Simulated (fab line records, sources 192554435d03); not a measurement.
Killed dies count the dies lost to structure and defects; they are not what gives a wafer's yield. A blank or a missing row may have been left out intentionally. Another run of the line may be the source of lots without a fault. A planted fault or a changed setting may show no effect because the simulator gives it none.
The tool behind it: which one?	flow n5Finfet	24 lots with 72 wafers sampled at 6 steps, on a route of 1938 steps

== WHAT THE GAUGES READ, wafer by wafer ==
The record lacks any reading of a measuring or inspecting step that a usual standard deviation could be used to judge.

== TOOL THAT RAN EACH LOT (tool first, then ch and the chambers of the sampled wafers, then the start) ==
lot	N5_BEOL_M8_DESCUM_33	N5_BEOL_M8_PRE_CLEAN_45	N5_BEOL_M8_SURFACE_TREAT_79	N5_BEOL_M9_CURE_72	N5_BEOL_M9_PRE_CLEAN_45	N5_BEOL_M9_DEP_56
L074	rieDiel-05 ch 0,2,3, day 8 22:41	pvdSputter-01, day 8 23:58	pvdSputter-01, day 9 01:56	uvCure-03 ch 1, day 9 06:55	pvdSputter-01, day 9 08:25	pecvd-02 ch 0,1, day 9 10:58
L075	rieDiel-04 ch 1,3, day 9 18:23	pvdSputter-01, day 9 19:28	pvdSputter-01, day 9 19:58	uvCure-02 ch 1, day 10 03:04	pvdSputter-01, day 10 03:43	pecvd-02 ch 0,1,2, day 10 05:11
L076	rieDiel-04 ch 0,1, day 9 20:27	pvdSputter-02, day 9 21:31	pvdSputter-02, day 9 21:59	uvCure-02 ch 1, day 10 03:28	pvdSputter-02, day 10 04:26	pecvd-03 ch 0,2, day 10 07:13
L077	rieDiel-01 ch 1,2,3, day 9 21:13	pvdSputter-03, day 10 00:07	pvdSputter-03, day 10 00:31	uvCure-03 ch 1, day 10 06:13	pvdSputter-03, day 10 06:40	pecvd-03 ch 0,1, day 10 08:16
L078	rieDiel-01 ch 0,1,2, day 10 00:02	pvdSputter-01, day 10 01:08	pvdSputter-03, day 10 01:42	uvCure-02 ch 0, day 10 07:04	pvdSputter-03, day 10 07:37	pecvd-03 ch 1,2, day 10 09:17
L079	rieDiel-05 ch 1,2,3, day 10 10:54	pvdSputter-01, day 10 12:01	pvdSputter-02, day 10 12:58	uvCure-02 ch 1, day 10 18:52	pvdSputter-03, day 10 20:37	pecvd-02 ch 0,1,2, day 10 22:27
L080	rieDiel-05 ch 0,3, day 10 20:03	pvdSputter-03, day 10 21:15	pvdSputter-03, day 10 21:55	uvCure-02 ch 1, day 11 05:13	pvdSputter-03, day 11 05:35	pecvd-02 ch 0,1, day 11 07:31
L082	rieDiel-04 ch 1,2, day 10 20:23	pvdSputter-02, day 10 21:24	pvdSputter-03, day 10 22:13	uvCure-01 ch 2, day 11 05:26	pvdSputter-03, day 11 05:50	pecvd-02 ch 0,2, day 11 08:14
L081	rieDiel-05 ch 0,1,3, day 11 05:05	pvdSputter-02, day 11 06:04	pvdSputter-02, day 11 06:43	uvCure-02 ch 2, day 11 13:44	pvdSputter-03, day 11 14:14	pecvd-01 ch 0,1, day 11 15:50
L083	rieDiel-01 ch 0,1, day 11 05:10	pvdSputter-02, day 11 06:11	pvdSputter-01, day 11 06:56	uvCure-02 ch 2, day 11 14:20	pvdSputter-03, day 11 14:46	pecvd-03 ch 0,2, day 11 17:52
L085	rieDiel-01 ch 1,2,3, day 11 20:19	pvdSputter-03, day 11 21:29	pvdSputter-02, day 11 21:58	uvCure-02 ch 2, day 12 07:05	pvdSputter-03, day 12 07:48	pecvd-03 ch 0,1,2, day 12 10:35
L084	rieDiel-01 ch 1,3, day 11 20:43	pvdSputter-02, day 11 21:48	pvdSputter-01, day 11 22:11	uvCure-03 ch 0, day 12 07:40	pvdSputter-03, day 12 07:59	pecvd-01 ch 1,2, day 12 10:57
L087	rieDiel-05 ch 0,3, day 12 13:09	pvdSputter-01, day 12 14:08	pvdSputter-02, day 12 15:56	uvCure-01 ch 0, day 12 22:38	pvdSputter-01, day 12 23:29	pecvd-03 ch 0,1, day 13 01:09
L086	rieDiel-01 ch 0,1,2, day 12 16:14	pvdSputter-01, day 12 17:35	pvdSputter-03, day 12 19:22	uvCure-01 ch 2, day 13 01:35	pvdSputter-03, day 13 02:21	pecvd-01 ch 0,1,2, day 13 04:22
L089	rieDiel-01 ch 0,1, day 12 19:37	pvdSputter-02, day 12 20:59	pvdSputter-03, day 12 21:23	uvCure-02 ch 2, day 13 03:02	pvdSputter-02, day 13 03:53	pecvd-03 ch 0,2, day 13 06:19
L090	rieDiel-04 ch 0,2, day 12 22:47	pvdSputter-01, day 13 00:08	pvdSputter-01, day 13 00:31	uvCure-03 ch 0, day 13 05:18	pvdSputter-03, day 13 05:45	pecvd-01 ch 0,1, day 13 07:17
L088	rieDiel-01 ch 1,2, day 12 23:29	pvdSputter-01, day 13 00:35	pvdSputter-01, day 13 01:03	uvCure-03 ch 1, day 13 08:50	pvdSputter-01, day 13 09:14	pecvd-03 ch 0,1, day 13 10:58
L091	rieDiel-01 ch 1,3, day 13 10:29	pvdSputter-03, day 13 12:38	pvdSputter-01, day 13 12:59	uvCure-03 ch 2, day 13 21:13	pvdSputter-03, day 13 21:41	pecvd-03 ch 0,2, day 14 00:50
L092	rieDiel-01 ch 1,2,3, day 13 20:25	pvdSputter-03, day 13 21:28	pvdSputter-01, day 13 21:50	uvCure-01 ch 0, day 14 03:19	pvdSputter-03, day 14 03:35	pecvd-02 ch 0,2, day 14 06:19
L094	rieDiel-01 ch 1,2,3, day 13 23:57	pvdSputter-01, day 14 01:16	pvdSputter-03, day 14 01:41	uvCure-03 ch 0, day 14 09:26	pvdSputter-01, day 14 09:57	pecvd-02 ch 0,1, day 14 12:04
L093	rieDiel-04 ch 0,2,3, day 14 02:09	pvdSputter-03, day 14 03:14	pvdSputter-03, day 14 03:37	uvCure-01 ch 1, day 14 12:16	pvdSputter-03, day 14 13:00	pecvd-01 ch 0,1,2, day 14 14:37
L095	rieDiel-05 ch 0,1,3, day 14 05:26	pvdSputter-01, day 14 06:35	pvdSputter-01, day 14 09:17	uvCure-01 ch 2, day 14 16:05	pvdSputter-01, day 14 16:29	pecvd-02 ch 0,1, day 14 18:38
L096	rieDiel-04 ch 0,1,2, day 14 13:46	pvdSputter-02, day 14 16:02	pvdSputter-02, day 14 16:25	uvCure-01 ch 2, day 14 23:07	pvdSputter-01, day 14 23:30	pecvd-03 ch 0,1,2, day 15 00:57
L097	rieDiel-04 ch 0,1,2, day 15 08:34	pvdSputter-01, day 15 09:38	pvdSputter-01, day 15 10:00	uvCure-02 ch 1, day 15 19:37	pvdSputter-02, day 15 20:00	pecvd-02 ch 0,1, day 15 21:58
- N5_BEOL_M8_DESCUM_33: chemistry O2, time 7 s.
- N5_BEOL_M8_PRE_CLEAN_45: time 30 s.
- N5_BEOL_M8_SURFACE_TREAT_79
- N5_BEOL_M9_CURE_72: cures SiCOH lowk, time 120 s.
- N5_BEOL_M9_PRE_CLEAN_45: time 30 s.
- N5_BEOL_M9_DEP_56: deposits SiCN from 3MS/NH3, target thk 15 nm, time 26.5 s.

== WHAT THE TOOLS THEMSELVES READ (means of the sampled wafers that have a number; where no wafer has one, the mark that the record gives instead) ==
N5_BEOL_M8_DESCUM_33.
lot	tool	drypumpMotorCurrentA (A)	oesProductAu (a.u.)	rfVppV (V)	showerheadPlenumPTorr (Torr)	tempC (C)	throttleValvePct (%)
L074	rieDiel-05	5.9	0.79	243.0	2.10	39.98	20.40
L075	rieDiel-04	5.6	0.73	243.4	2.14	40.02	20.35
L076	rieDiel-04	6.0	0.74	242.7	2.05	40.12	20.55
L077	rieDiel-01	6.1	0.75	242.9	2.07	39.94	20.59
L078	rieDiel-01	6.2	0.81	243.0	2.11	40.06	20.65
L079	rieDiel-05	6.1	0.82	243.9	2.14	39.97	20.39
L080	rieDiel-05	5.5	0.77	243.8	2.13	40.03	20.48
L082	rieDiel-04	5.8	0.85	243.7	2.12	40.02	20.18
L081	rieDiel-05	5.8	0.82	242.8	2.11	40.12	20.34
L083	rieDiel-01	6.2	0.84	243.1	2.12	40.10	20.78
L085	rieDiel-01	6.1	0.74	242.4	2.06	39.96	20.62
L084	rieDiel-01	6.1	0.78	242.4	2.08	39.97	20.72
L087	rieDiel-05	5.6	0.76	244.2	2.13	40.07	20.51
L086	rieDiel-01	6.2	0.78	243.5	2.10	40.02	20.71
L089	rieDiel-01	6.2	0.83	243.2	2.12	40.06	20.81
L090	rieDiel-04	6.0	0.90	244.7	2.16	39.96	19.94
L088	rieDiel-01	6.6	0.77	243.9	2.10	40.05	20.74
L091	rieDiel-01	5.6	0.94	244.4	2.20	40.06	20.37
L092	rieDiel-01	6.1	0.82	243.4	2.14	40.12	20.52
L094	rieDiel-01	6.1	0.82	244.3	2.14	40.06	20.50
L093	rieDiel-04	6.0	0.82	244.5	2.17	39.94	20.05
L095	rieDiel-05	5.8	0.79	243.1	2.11	40.02	20.37
L096	rieDiel-04	6.0	0.83	243.8	2.14	39.97	20.21
L097	rieDiel-04	6.0	0.81	243.6	2.14	39.88	20.22

N5_BEOL_M8_PRE_CLEAN_45.
lot	tool	heaterPowerW (W)
L074	pvdSputter-01	324
L075	pvdSputter-01	351
L076	pvdSputter-02	318
L077	pvdSputter-03	303
L078	pvdSputter-01	383
L079	pvdSputter-01	344
L080	pvdSputter-03	320
L082	pvdSputter-02	294
L081	pvdSputter-02	291
L083	pvdSputter-02	291
L085	pvdSputter-03	317
L084	pvdSputter-02	309
L087	pvdSputter-01	319
L086	pvdSputter-01	317
L089	pvdSputter-02	291
L090	pvdSputter-01	355
L088	pvdSputter-01	348
L091	pvdSputter-03	343
L092	pvdSputter-03	340
L094	pvdSputter-01	360
L093	pvdSputter-03	324
L095	pvdSputter-01	339
L096	pvdSputter-02	264
L097	pvdSputter-01	341

N5_BEOL_M9_CURE_72.
lot	tool	lampPowerPct (%)	wafer_temp_C_max
L074	uvCure-03	52.40	372.6
L075	uvCure-02	52.30	371.0
L076	uvCure-02	52.33	371.4
L077	uvCure-03	52.32	372.1
L078	uvCure-02	52.33	372.3
L079	uvCure-02	52.29	371.0
L080	uvCure-02	52.30	370.8
L082	uvCure-01	52.31	371.4
L081	uvCure-02	52.30	371.4
L083	uvCure-02	52.35	371.7
L085	uvCure-02	52.31	371.3
L084	uvCure-03	52.31	372.2
L087	uvCure-01	52.30	371.2
L086	uvCure-01	52.25	371.6
L089	uvCure-02	52.38	371.8
L090	uvCure-03	52.30	372.0
L088	uvCure-03	52.31	372.3
L091	uvCure-03	52.30	372.0
L092	uvCure-01	52.32	371.4
L094	uvCure-03	52.30	371.7
L093	uvCure-01	52.24	371.2
L095	uvCure-01	52.33	371.6
L096	uvCure-01	52.30	371.6
L097	uvCure-02	52.33	371.2

N5_BEOL_M9_PRE_CLEAN_45.
lot	tool	heaterPowerW (W)
L074	pvdSputter-01	336
L075	pvdSputter-01	373
L076	pvdSputter-02	291
L077	pvdSputter-03	322
L078	pvdSputter-03	326
L079	pvdSputter-03	324
L080	pvdSputter-03	337
L082	pvdSputter-03	337
L081	pvdSputter-03	342
L083	pvdSputter-03	333
L085	pvdSputter-03	304
L084	pvdSputter-03	326
L087	pvdSputter-01	311
L086	pvdSputter-03	333
L089	pvdSputter-02	294
L090	pvdSputter-03	320
L088	pvdSputter-01	365
L091	pvdSputter-03	324
L092	pvdSputter-03	342
L094	pvdSputter-01	351
L093	pvdSputter-03	319
L095	pvdSputter-01	355
L096	pvdSputter-01	373
L097	pvdSputter-02	296

N5_BEOL_M9_DEP_56.
lot	tool	showerheadPlenumPTorr (Torr)	throttleValvePct (%)
L074	pecvd-02	3.668	9.6
L075	pecvd-02	3.672	9.4
L076	pecvd-03	3.669	8.9
L077	pecvd-03	3.670	8.8
L078	pecvd-03	3.666	8.8
L079	pecvd-02	3.670	9.5
L080	pecvd-02	3.665	9.8
L082	pecvd-02	3.675	9.7
L081	pecvd-01	3.663	8.9
L083	pecvd-03	3.670	8.9
L085	pecvd-03	3.665	8.9
L084	pecvd-01	3.644	8.6
L087	pecvd-03	3.665	9.0
L086	pecvd-01	3.665	8.7
L089	pecvd-03	3.658	8.8
L090	pecvd-01	3.672	8.8
L088	pecvd-03	3.663	9.0
L091	pecvd-03	3.666	8.9
L092	pecvd-02	3.673	9.8
L094	pecvd-02	3.663	9.7
L093	pecvd-01	3.653	8.5
L095	pecvd-02	3.673	9.9
L096	pecvd-03	3.662	8.9
L097	pecvd-02	3.675	10.0

== THE ANSWER, worked out from the rows above alone ==
Rule: the lots themselves supply what counts as usual. Put in order of their means at a reading, lots are off if they are a third of the lots or fewer, leave a main group of 4 or more, and stand apart from it by a gap of 3 or more times the standard deviation of the main group's means; of several such gaps the widest counts. If all means in a main group match to the digits the tables above print for the reading, that group is not used. A lot without any number at a reading at which 4 lots or more have one is off too. The other lots that the step has rows for count as sound. After the gauges, taken in route order, come the tools' own readings; for these a lot's mean is taken, as printed above. At the first step where some lot is off, the reading lying furthest off is the one used; lots without a number count as furthest.
Nothing can be told from this: no lot is off at any reading shown.

== WHAT THE SIMULATOR PUT IN ==
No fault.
